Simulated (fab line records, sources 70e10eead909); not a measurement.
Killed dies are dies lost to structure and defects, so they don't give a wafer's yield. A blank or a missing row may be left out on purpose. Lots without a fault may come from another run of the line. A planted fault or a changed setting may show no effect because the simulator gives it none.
Chamber matching | flow nand_harc | NHARC_A_STAIRCASE_DESCUM_219 on rie_diel-05: 4 sister chambers
The step chemistry O2, time 3 s. 8 wafers are shown with their chamber, then 12 later ones without.

WAFERS WITH THEIR CHAMBER
wafer  | chamber | showerhead_plenum_p_Torr (Torr) | drypump_motor_current_A (A)
L078.3 | 2       | 1.91                            | 5.7
L081.5 | 1       | 1.83                            | 6.5
L082.2 | 2       | 1.91                            | 5.6
L082.3 | 1       | 1.83                            | 6.5
L082.4 | 3       | 1.97                            | 5.0
L084.2 | 3       | 1.96                            | 5.0
L084.4 | 0       | 1.84                            | 5.2
L084.5 | 0       | 1.84                            | 5.2

WAFERS WITHOUT THEIR CHAMBER
wafer  | showerhead_plenum_p_Torr (Torr) | drypump_motor_current_A (A)
L090.2 | 1.84                            | 5.3
L090.4 | 1.96                            | 5.0
L090.5 | 1.90                            | 5.6
L092.1 | 1.82                            | 6.5
L092.3 | 1.96                            | 5.0
L092.6 | 1.90                            | 5.6
L097.1 | 1.83                            | 5.3
L097.2 | 1.82                            | 6.5
L097.4 | 1.95                            | 5.0
L097.3 | 1.90                            | 5.6
L097.5 | 1.83                            | 5.3
L097.6 | 1.95                            | 5.0

WHICH CHAMBER EACH WENT THROUGH
wafer  | from the rows above | in truth
L090.2 | 0                   | 0
L090.4 | 3                   | 3
L090.5 | 2                   | 2
L092.1 | 1                   | 1
L092.3 | 3                   | 3
L092.6 | 2                   | 2
L097.1 | 0                   | 0
L097.2 | 1                   | 1
L097.4 | 3                   | 3
L097.3 | 2                   | 2
L097.5 | 0                   | 0
L097.6 | 3                   | 3
Placed correctly: 12 of 12. Can't be placed from these rows: 0. Placed wrongly: 0.
How it was worked out, from the rows above alone: a wafer's distance from a chamber is the root of the sum, over the readings, of the square of ((its reading less the chamber's mean) divided by the reading's scatter). The wafer belongs to the nearest chamber; if the next one is less than 2 further off, it can't be placed. A chamber's mean is the mean of its shown wafers. The scatter: the root of (the sum of the squares of (reading less its chamber's mean) over the shown wafers, divided by (wafers less chambers)).
